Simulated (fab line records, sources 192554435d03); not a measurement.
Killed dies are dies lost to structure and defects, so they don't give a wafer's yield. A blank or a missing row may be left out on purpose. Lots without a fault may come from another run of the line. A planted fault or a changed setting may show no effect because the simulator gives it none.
Which tool did it? | flow n5_finfet | 15 lots, 39 wafers sampled, at 3 steps of a route of 1938

WHAT THE GAUGES READ, wafer by wafer
N5_GATE_CUT_INSPECT_26: inspects for defects (darkfield). Usual: raw_defect_count 43, standard deviation 17.
lot  | measured     | on                | raw_defect_count | flag
L680 | day 5 03:18  | defect_inspect-01 | 16 43            |
L681 | day 5 09:52  | defect_inspect-01 | 51 28            |
L682 | day 5 17:43  | defect_inspect-01 | 49 36 31         |
L683 | day 5 22:46  | defect_inspect-01 | 43 46 51         |
L684 | day 6 02:14  | defect_inspect-02 | 79 39 63         |
L687 | day 6 20:41  | defect_inspect-02 | 34 41 48         |
L688 | day 7 05:26  | defect_inspect-02 | 46 81            |
L689 | day 7 10:08  | defect_inspect-02 | 28 19 28         |
L692 | day 8 02:27  | defect_inspect-02 | 46 23 30         |
L690 | day 8 06:21  | defect_inspect-01 | 58 29 73         |
L691 | day 8 08:07  | defect_inspect-02 | 49 39            |
L697 | day 9 07:43  | defect_inspect-02 | 62 44 52         |
L699 | day 9 20:29  | defect_inspect-02 | 62 74 42         |
L701 | day 10 04:23 | defect_inspect-02 | 35 56            |
L702 | day 10 13:51 | defect_inspect-02 | 46 33            |

WHICH TOOL RAN EACH LOT (tool, then ch and the chambers of the sampled wafers, then the start)
lot  | N5_GATE_CUT_DESCUM_18             | N5_GATE_CUT_ALD_22
L680 | rie_diel-06 ch 0,3, day 4 19:42   | ald_sin-02 ch 0,2, day 5 00:46
L681 | rie_diel-01 ch 0,3, day 5 06:02   | ald_sin-04 ch 1,3, day 5 07:20
L682 | rie_diel-02 ch 2,3, day 5 14:21   | ald_sin-02 ch 0,1,2, day 5 15:11
L683 | rie_diel-02 ch 0,3, day 5 19:07   | ald_sin-02 ch 1,3, day 5 20:14
L684 | rie_diel-02 ch 0,2, day 5 22:52   | ald_sin-04 ch 0,1,3, day 5 23:42
L687 | rie_diel-06 ch 0,1,2, day 6 17:20 | ald_sin-04 ch 0,2,3, day 6 18:10
L688 | rie_diel-06 ch 0,1, day 7 02:04   | ald_sin-02 ch 0,3, day 7 02:54
L689 | rie_diel-02 ch 1,2,3, day 7 06:47 | ald_sin-03 ch 2,3, day 7 07:37
L692 | rie_diel-06 ch 0,3, day 7 22:32   | ald_sin-03 ch 0,1, day 7 23:56
L690 | rie_diel-06 ch 0,1,2, day 8 01:24 | ald_sin-03 ch 0,1,2, day 8 03:49
L691 | rie_diel-02 ch 0,3, day 8 04:45   | ald_sin-03 ch 1,2, day 8 05:35
L697 | rie_diel-02 ch 1,3, day 9 04:11   | ald_sin-02 ch 0,1, day 9 05:11
L699 | rie_diel-06 ch 0,3, day 9 16:56   | ald_sin-03 ch 0,3, day 9 17:46
L701 | rie_diel-02 ch 0,3, day 10 00:36  | ald_sin-03 ch 1,2, day 10 02:35
L702 | rie_diel-06 ch 2, day 10 10:29    | ald_sin-03 ch 0,1, day 10 11:19
- N5_GATE_CUT_DESCUM_18: chemistry O2, time 7 s.
- N5_GATE_CUT_ALD_22: deposits SiNx, target thk 16 nm, pulse time 1 s, ald cycles 320.

WHAT THE TOOLS THEMSELVES READ (means of the sampled wafers that have a number; where no wafer has one, the mark that the record gives instead)
N5_GATE_CUT_DESCUM_18. Usual: drypump_motor_current_A 5.5 A, standard deviation 0.37; o2_flow_sccm 225.0 sccm, standard deviation 0.67; oes_product_au 0.76 a.u., standard deviation 0.08; rf_vpp_V 243.2 V, standard deviation 1.2; showerhead_plenum_p_Torr 2.11 Torr, standard deviation 0.065; throttle_valve_pct 20.59 %, standard deviation 0.22.
lot  | tool        | drypump_motor_current_A (A) | o2_flow_sccm (sccm) | oes_product_au (a.u.) | rf_vpp_V (V) | showerhead_plenum_p_Torr (Torr) | throttle_valve_pct (%) | flag
L680 | rie_diel-06 | 5.1                         | 224.6               | 0.74                  | 243.2        | 2.10                            | 20.70                  |
L681 | rie_diel-01 | 5.2                         | 225.3               | 0.81                  | 244.1        | 2.11                            | 20.66                  |
L682 | rie_diel-02 | 5.7                         | 224.4               | 0.72                  | 243.0        | 2.09                            | 20.54                  |
L683 | rie_diel-02 | 5.8                         | 225.5               | 0.79                  | 243.7        | 2.10                            | 20.61                  |
L684 | rie_diel-02 | 5.7                         | 224.3               | 0.78                  | 244.6        | 2.13                            | 20.24                  |
L687 | rie_diel-06 | 5.4                         | 224.6               | 0.78                  | 244.6        | 2.18                            | 20.60                  |
L688 | rie_diel-06 | 5.7                         | 224.7               | 0.72                  | 244.1        | 2.20                            | 20.66                  |
L689 | rie_diel-02 | 5.7                         | 225.2               | 0.72                  | 243.3        | 2.10                            | 20.47                  |
L692 | rie_diel-06 | 5.0                         | 225.0               | 0.72                  | 242.9        | 2.06                            | 20.80                  |
L690 | rie_diel-06 | 5.5                         | 224.6               | 0.79                  | 243.7        | 2.18                            | 20.62                  |
L691 | rie_diel-02 | 5.8                         | 225.0               | 0.80                  | 242.7        | 2.11                            | 20.59                  |
L697 | rie_diel-02 | 5.8                         | 225.0               | 0.70                  | 242.2        | 2.07                            | 20.68                  |
L699 | rie_diel-06 | 5.0                         | 225.0               | 0.71                  | 242.1        | 2.05                            | 20.81                  |
L701 | rie_diel-02 | 5.8                         | 223.9               | 0.78                  | 242.8        | 2.10                            | 20.60                  |
L702 | rie_diel-06 | 5.0                         | 224.5               | 0.85                  | 242.9        | 2.15                            | 20.54                  |

N5_GATE_CUT_ALD_22. Usual: heater_power_w 845 W, standard deviation 92; precursor_pulse_height_rel 1.001, standard deviation 0.02.
lot  | tool       | heater_power_w (W) | precursor_pulse_height_rel | flag
L680 | ald_sin-02 | 956                | 1.014                      |
L681 | ald_sin-04 | 799                | 0.992                      |
L682 | ald_sin-02 | 890                | 1.007                      |
L683 | ald_sin-02 | 822                | 1.013                      |
L684 | ald_sin-04 | 783                | 0.977                      |
L687 | ald_sin-04 | 834                | 1.003                      |
L688 | ald_sin-02 | 872                | 0.978                      |
L689 | ald_sin-03 | 862                | 1.003                      |
L692 | ald_sin-03 | 786                | 0.990                      |
L690 | ald_sin-03 | 834                | 1.016                      |
L691 | ald_sin-03 | 796                | 0.975                      |
L697 | ald_sin-02 | 811                | 0.996                      |
L699 | ald_sin-03 | 899                | 1.000                      |
L701 | ald_sin-03 | 816                | 1.024                      |
L702 | ald_sin-03 | 830                | 0.982                      |

THE ANSWER, worked out from the rows above alone
Rule: a lot is off if the mean of its wafers that have a number lies more than 3 standard deviations from the usual mean. A lot without any number at a reading at which 4 lots or more have one is off too. The other lots that the step has rows for count as sound. The gauges are gone through in route order, then the tools' own readings, and for those a lot's mean is taken as printed above. The first step at which some lot is off is used, and at that step the reading that is off furthest; a lot without a number counts as furthest.
No lot is off at any reading shown: from this, nothing can be told.

WHAT THE SIMULATOR HAD PUT IN
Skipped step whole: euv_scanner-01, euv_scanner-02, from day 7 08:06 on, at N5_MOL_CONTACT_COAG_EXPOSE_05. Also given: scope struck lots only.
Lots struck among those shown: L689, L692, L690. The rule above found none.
